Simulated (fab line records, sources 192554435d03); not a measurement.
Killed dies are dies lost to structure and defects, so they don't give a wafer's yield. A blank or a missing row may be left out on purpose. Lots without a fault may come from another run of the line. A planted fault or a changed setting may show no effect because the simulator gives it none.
fab line records | flow n5_finfet
record lots=9 wafers=26 last_day=17
route steps=1938 shown BEOL_M3@968 BEOL_M4@1111
lots that met no fault: from a run of the same line without faults
start_h: hours from the record's first day to the start of the lot's first wafer shown | wait_h: hours since the lot's step before | " the same as in the row above | L1.1+2: a row that stands for several wafers | - no value, or no start given | * or withheld: withheld | < > ~ a bound
route shown NAME@n: a module of which the file shows steps, and the number in the route of the first | usual: mean/standard deviation of fault-free wafers | same: alike in all rows | chamber/n: place in a boat | sites: the reading at each site | _std_site: their standard deviation | _edge_site: outer sites' mean less inner sites' | radius_mm: how far each site lies from the wafer's centre | mask NAME#n: copy n | behind: the tool/chamber that last shaped the wafer | hold: why the lot was held/for how many hours/how that ended | device: the transistor (n, p or np) that didn't switch | end of line: the same wafers' tests at the end of the route | a step without rows: its recipe alone | killed: dies lost to structure and defects at the first sort, not the wafer's yield | map: a wafer's dies, x killed, . not, _ none there
set.NAME: the setting as run; set.NAME@STEP: as run at that earlier step | model.NAME: the simulator's own value behind a step, which no gauge read
steps of the route over a sample of lots; a table a step, a row a wafer
services: from which hour (start_h, from the record's first day; less than 0 if before it) a tool's chamber was out of use, for how many hours, and why
## steps
# step N5_BEOL_M3_INSPECT_30
# recipe mode=adi inspect_instrument=brightfield
# usual raw_defect_count=444/110
# columns lot.wafer tool chamber start_h wait_h raw_defect_count
L386.1 defect_inspect-01 - 147.72 0.1 422
L386.2 " - " " 545
L386.6 " - " " 383
L388.1 defect_inspect-01 - 155.57 0.1 357
L388.2 " - " " 381
L388.4 " - " " 514
L390.3 defect_inspect-01 - 158.95 0.0 444
L390.5 " - " " 320
L390.6 " - " " 365
L389.2 defect_inspect-02 - 165.69 0.0 355
L389.5 " - " " 466
L389.6 " - " " 418
L396.2 defect_inspect-02 - 201.51 0.0 451
L396.3 " - " " 394
L396.6 " - " " 353
L397.1 defect_inspect-01 - 206.44 0.1 617
L397.5 " - " " 569
L397.6 " - " " 514
L401.1 defect_inspect-02 - 247.40 0.1 330
L401.2 " - " " 247
L401.5 " - " " 247
L400.2 defect_inspect-01 - 247.64 0.0 420
L400.3 " - " " 408
L400.5 " - " " 373
L409.1 defect_inspect-01 - 287.03 0.1 694
L409.2 " - " " 575
# step N5_BEOL_M3_DESCUM_33
# recipe chemistry=O2 time_s=7 source_power_w=50 bias_power_w=20 pressure_mtorr=20 rf_frequency_hz=2.712e+07 temp_c=40 resist=CAR-EUV o2_flow_sccm=225
# usual drypump_motor_current_A=5.6/0.38 oes_product_au=0.81/0.087 rf_vpp_V=243.7/1.4 showerhead_plenum_p_Torr=2.13/0.08 throttle_valve_pct=20.40/0.24
# columns lot.wafer tool chamber start_h wait_h drypump_motor_current_A oes_product_au rf_hours_counter_h rf_vpp_V showerhead_plenum_p_Torr throttle_valve_pct
L386.1 rie_diel-04 2 147.75 0.0 5.7 0.69 217 245.5 2.16 20.69
L386.2 " 1 " " 5.7 0.86 60 242.3 2.04 20.14
L386.6 " 3 " " 6.5 0.71 - 241.3 1.99 20.53
L388.1 rie_diel-04 1 155.61 0.0 5.7 0.85 62 242.8 2.04 20.14
L388.2 " 0 " " 5.7 0.69 236 245.4 2.14 20.53
L388.4 " 2 " " 5.8 0.68 220 244.5 2.16 20.68
L390.3 rie_diel-04 0 158.99 0.0 5.8 0.68 237 243.2 2.14 20.53
L390.5 " 2 " " 5.8 0.69 - 244.2 2.16 20.72
L390.6 " 3 " " 6.5 0.71 - 241.4 1.99 20.53
L389.2 rie_diel-01 3 166.34 0.6 5.4 0.89 41 244.1 2.13 20.37
L389.5 " 0 " " 5.1 0.88 - 245.0 2.23 20.47
L389.6 " 3 " " 5.4 0.89 - 243.3 2.13 20.36
L396.2 rie_diel-03 2 201.56 0.0 5.4 0.82 88 244.9 2.21 20.75
L396.3 " 1 " " 5.9 0.86 48 242.6 2.13 20.36
L396.6 " 0 " " 5.2 0.69 - 241.9 1.98 20.69
L397.1 rie_diel-04 0 206.47 0.0 5.8 0.67 253 244.2 2.13 20.55
L397.5 " 2 " " 5.8 0.67 - 243.8 2.16 20.72
L397.6 " 1 " " 5.7 0.83 - 241.2 2.03 20.18
L401.1 rie_diel-03 0 247.44 0.0 5.2 0.95 2 245.0 2.24 20.34
L401.2 " 1 " " 5.9 0.84 65 242.6 2.12 20.39
L401.5 " 0 " " 5.3 0.95 - 245.3 2.24 20.34
L400.2 rie_diel-01 1 247.68 0.0 6.0 0.83 55 243.6 2.22 20.02
L400.3 " 2 " " 5.6 0.94 9 243.9 2.06 20.21
L400.5 " 1 " " 6.0 0.82 - 246.1 2.22 20.03
L409.1 rie_diel-03 1 287.28 0.3 5.9 0.82 79 242.0 2.12 20.41
L409.2 " 2 " " 5.4 0.79 120 246.4 2.20 20.78
# step N5_BEOL_M3_VIA_ETCH_34
# recipe chemistry=C4F6/O2 target_depth_a=694 mask_material=SOC pressure_mtorr=15 ion_energy_ev=250 taper_deg=4 time_s=65.9 source_w=350 bias_w=170 Ar_flow_sccm=300 C4F6_flow_sccm=10 O2_flow_sccm=10
# usual drypump_motor_current_A=5.6/0.4 mfc_ar_sccm=300.1/0.84 oes_product_au=0.83/0.083 rf_vpp_V=668/6.8 showerhead_plenum_p_Torr=2.88/0.1 throttle_valve_pct=30.72/0.28
# columns lot.wafer tool chamber start_h wait_h drypump_motor_current_A mfc_ar_sccm oes_product_au rf_hours_counter_h rf_vpp_V showerhead_plenum_p_Torr throttle_valve_pct
L386.1 rie_diel-01 3 150.52 0.0 5.4 299.3 0.91 35 674 2.89 30.74
L386.2 " 1 " " 5.9 301.3 0.89 21 675 3.01 30.19
L386.6 " 1 " " 6.0 300.0 0.90 - 675 3.01 30.17
L388.1 rie_diel-03 1 156.99 0.0 5.9 301.1 0.89 33 662 2.90 30.77
L388.2 " 3 " " 4.7 301.2 0.87 44 666 2.77 30.97
L388.4 " 2 " " 5.4 300.7 0.84 74 658 2.99 31.04
L390.3 rie_diel-01 3 165.99 0.0 5.4 299.7 0.88 41 673 2.89 30.73
L390.5 " 0 " " 5.1 300.8 0.87 - 669 3.01 30.88
L390.6 " 3 " " 5.4 299.8 0.88 - 675 2.89 30.72
L389.2 rie_diel-01 0 167.14 0.0 5.1 299.6 0.88 42 667 3.01 30.88
L389.5 " 0 " " 5.1 298.5 0.88 - 668 3.01 30.90
L389.6 " 3 " " 5.4 300.2 0.89 - 674 2.89 30.72
L396.2 rie_diel-04 1 204.80 0.0 5.7 299.7 0.83 80 671 2.76 30.41
L396.3 " 0 " " 5.8 301.4 0.68 252 679 2.92 30.96
L396.6 " 2 " " 5.8 298.6 0.68 - 663 2.92 30.98
L397.1 rie_diel-04 0 210.92 0.0 5.8 300.6 0.66 255 681 2.92 30.98
L397.5 " 2 " " 5.8 299.6 0.67 - 663 2.92 30.97
L397.6 " 0 " " 5.8 301.2 0.66 - 680 2.92 30.95
L401.1 rie_diel-03 3 247.96 0.0 4.7 300.2 0.82 76 664 2.76 31.00
L401.2 " 0 " " 5.2 300.7 0.96 2 664 3.03 30.76
L401.5 " 3 " " 4.7 299.9 0.82 - 666 2.76 31.00
L400.2 rie_diel-01 2 248.07 0.0 5.6 298.5 0.95 9 665 2.81 30.71
L400.3 " 1 " " 6.0 298.8 0.84 55 674 2.99 30.19
L400.5 " 2 " " 5.5 299.3 0.95 - 664 2.81 30.72
L409.1 rie_diel-04 1 288.12 0.0 5.7 300.4 0.58 103 671 2.75 30.40
L409.2 " 3 " " 6.5 300.8 0.51 236 660 2.70 30.84
# step N5_BEOL_M3_CD_MEAS_35
# recipe target_cd_nm=18 target_cd_y_nm=21 polarity=opening
# usual cd_nm=17.96/0.26
# columns lot.wafer tool chamber start_h wait_h cd_nm
L386.1 cd_sem-01 - 150.93 0.0 18.09
L386.2 " - " " 18.28
L386.6 " - " " 18.16
L388.1 cd_sem-02 - 157.40 0.0 18.39
L388.2 " - " " 18.33
L388.4 " - " " 17.97
L390.3 cd_sem-01 - 166.40 0.0 18.04
L390.5 " - " " 17.97
L390.6 " - " " 17.94
L389.2 cd_sem-01 - 167.54 0.0 17.91
L389.5 " - " " 17.37
L389.6 " - " " 18.02
L396.2 cd_sem-01 - 205.21 0.0 17.92
L396.3 " - " " 17.69
L396.6 " - " " 17.98
L397.1 cd_sem-02 - 211.33 0.0 17.71
L397.5 " - " " 18.01
L397.6 " - " " 18.53
L401.1 cd_sem-01 - 248.36 0.0 17.68
L401.2 " - " " 18.03
L401.5 " - " " 17.89
L400.2 cd_sem-02 - 248.48 0.0 18.24
L400.3 " - " " 17.73
L400.5 " - " " 18.17
L409.1 cd_sem-02 - 288.54 0.0 18.66
L409.2 " - " " 17.92
# step N5_BEOL_M4_RC_MEAS_101
# usual DIBL_N=36.4/1.3 DIBL_P=36.5/1.7 IOFF_N=0.154/0.022 IOFF_P=0.202/0.025 ION_N=671/9.8 ION_P=460/6.8 SS_N=71.6/0.54 SS_P=73.4/0.58 VT_N=250.9/2.8 VT_P=-251.4/2.7
# columns lot.wafer tool chamber start_h wait_h DIBL_N[mV/V] DIBL_P[mV/V] IOFF_N[nA/um] IOFF_P[nA/um] ION_N[uA/um] ION_P[uA/um] SS_N[mV/dec] SS_P[mV/dec] VT_N[mV] VT_P[mV]
L386.1 prober-01 0 167.88 0.0 39.0 37.2 0.176 0.213 686 469 73.3 74.2 247.0 -251.2
L386.2 " 0 " " 39.4 37.7 0.183 0.222 683 461 72.5 74.1 247.6 -249.5
L386.6 " 0 " " 40.5 39.9 0.224 0.259 697 477 72.8 74.2 244.5 -250.8
L388.1 prober-02 0 175.60 0.0 37.7 38.0 0.170 0.216 667 457 71.6 74.3 249.1 -252.6
L388.2 " 0 " " 34.9 34.4 0.125 0.167 657 453 70.8 73.3 255.3 -256.2
L388.4 " 0 " " 37.6 37.3 0.170 0.201 672 456 71.3 74.2 251.2 -253.2
L390.3 prober-02 0 178.10 0.3 36.4 36.5 0.135 0.171 662 448 70.7 72.7 251.5 -255.8
L390.5 " 0 " " 38.7 38.8 0.172 0.203 678 453 71.6 74.2 247.7 -253.6
L390.6 " 0 " " 38.6 38.8 0.176 0.202 676 450 71.8 73.7 247.2 -253.1
L389.2 prober-02 0 182.20 0.2 39.3 38.5 0.174 0.185 669 447 72.4 74.5 252.2 -256.8
L389.5 " 0 " " 36.8 36.2 0.132 0.155 662 446 71.7 72.9 253.1 -256.9
L389.6 " 0 " " 35.7 34.4 0.116 0.142 657 444 71.4 73.5 258.6 -256.9
L396.2 prober-01 0 220.87 0.2 37.0 36.6 0.162 0.231 680 472 71.5 73.0 248.9 -249.5
L396.3 " 0 " " 36.2 35.5 0.148 0.208 674 463 71.1 72.7 249.8 -251.7
L396.6 " 0 " " 35.5 34.2 0.134 0.188 671 462 71.2 71.7 249.6 -250.8
L397.1 prober-02 0 228.32 0.0 36.7 37.2 0.154 0.200 664 453 71.4 73.1 250.5 -254.0
L397.5 " 0 " " 35.6 36.0 0.136 0.178 664 461 71.0 73.7 254.1 -253.2
L397.6 " 0 " " 36.3 37.2 0.152 0.200 668 459 71.6 73.6 250.8 -250.2
L401.1 prober-01 0 261.24 0.0 37.2 35.4 0.176 0.210 665 452 72.6 73.9 250.9 -251.1
L401.2 " 0 " " 35.0 34.6 0.140 0.197 667 457 72.0 73.3 252.5 -249.8
L401.5 " 0 " " 36.2 35.3 0.156 0.205 663 456 71.8 73.6 250.5 -248.8
L400.2 prober-02 0 261.57 0.2 35.3 35.9 0.150 0.196 689 471 71.5 73.8 247.1 -252.5
L400.3 " 0 " " 36.9 37.8 0.181 0.220 689 467 72.5 73.8 248.2 -249.6
L400.5 " 0 " " 35.7 35.5 0.150 0.189 674 462 71.9 73.2 249.2 -251.8
L409.1 prober-01 0 305.59 0.0 36.1 37.4 0.157 0.192 677 453 71.5 73.3 247.4 -252.0
L409.2 " 0 " " 37.4 38.9 0.189 0.220 685 465 71.6 74.2 245.6 -250.3
## services
# columns tool chamber start_h hours kind
rie_diel-03 2 147.89 8.5 repair
rie_diel-04 - 150.63 0.2 repair
rie_diel-01 2 163.08 6.8 repair
rie_diel-04 0 179.56 5.8 repair
rie_diel-04 3 185.77 45.5 repair
rie_diel-01 2 199.95 - clean
rie_diel-01 2 199.95 - consumable_replace:focus_ring
rie_diel-03 0 219.55 - clean
rie_diel-03 0 219.55 - consumable_replace:focus_ring
rie_diel-03 0 219.55 - consumable_replace:showerhead
rie_diel-03 0 219.55 19.9 scheduled_down
rie_diel-04 0 242.16 - clean
rie_diel-04 0 242.16 - consumable_replace:focus_ring
rie_diel-04 0 242.16 16.1 scheduled_down
rie_diel-04 0 242.16 16.1 vent_cycle
rie_diel-04 1 246.44 6.6 repair
rie_diel-04 2 248.61 3.7 repair
rie_diel-04 2 258.24 - clean
rie_diel-04 2 258.24 - consumable_replace:focus_ring
rie_diel-04 2 258.24 21.9 scheduled_down
rie_diel-04 2 258.24 21.9 vent_cycle
rie_diel-01 0 269.66 2.1 repair
rie_diel-01 0 275.75 4.7 repair
rie_diel-03 3 282.13 10.9 repair
## key
first_sign step=N5_BEOL_M3_VIA_ETCH_34 reading=oes_product_au direction=down sigmas=3.4 usual=0.83 struck=0.54
effect none on later readings
met_at N5_BEOL_M3_VIA_ETCH_34
struck_lots L409
struck_wafers L409.1,L409.2
not_acting_at N5_BEOL_M3_INSPECT_30,N5_BEOL_M3_DESCUM_33,N5_BEOL_M3_CD_MEAS_35
onset_between 210.92 288.12
fault kind=process_parameter_drift tool=rie_diel-04 chamber=- onset_h=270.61 steps=N5_BEOL_M3_VIA_ETCH_34 channel=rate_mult offset=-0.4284 shape=step end_h=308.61 scope=struck_wafers_only
